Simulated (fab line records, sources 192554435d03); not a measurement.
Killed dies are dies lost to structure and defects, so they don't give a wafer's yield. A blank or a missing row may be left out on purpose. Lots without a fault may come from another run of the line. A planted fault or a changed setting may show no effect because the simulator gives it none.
Chamber matching | flow n5_finfet | N5_FIN_SAQP_PECVD_06 on pecvd-03: 3 sister chambers
The step deposits a-Si from SiH4/He, target thk 60 nm, time 48.1 s. 3 wafers are shown with their chamber, then 8 later ones without.

WAFERS WITH THEIR CHAMBER
wafer  | chamber | throttle_valve_pct (%)
L086.1 | 0       | 19.5
L086.2 | 1       | 18.4
L088.1 | 2       | 16.6

WAFERS WITHOUT THEIR CHAMBER
wafer  | throttle_valve_pct (%)
L088.2 | 18.0
L088.3 | 19.3
L088.4 | 16.5
L088.5 | 18.1
L088.6 | 19.3
L094.1 | 16.6
L094.3 | 18.2
L094.6 | 18.2

WHICH CHAMBER EACH WENT THROUGH
wafer  | from the rows above | in truth
L088.2 | 1                   | 1
L088.3 | 0                   | 0
L088.4 | 2                   | 2
L088.5 | 1                   | 1
L088.6 | 0                   | 0
L094.1 | 2                   | 2
L094.3 | 1                   | 1
L094.6 | 1                   | 1
Placed correctly: 8 of 8. Can't be placed from these rows: 0. Placed wrongly: 0.
How it was worked out, from the rows above alone: a wafer's distance from a chamber is the root of the sum, over the readings, of the square of ((its reading less the chamber's mean) divided by the reading's scatter). The wafer belongs to the nearest chamber; if the next one is less than 2 further off, it can't be placed. A chamber's mean is the mean of its shown wafers. The scatter: with one shown wafer a chamber, the root of the mean of the squares of how far each hidden wafer lies from its nearest shown one.
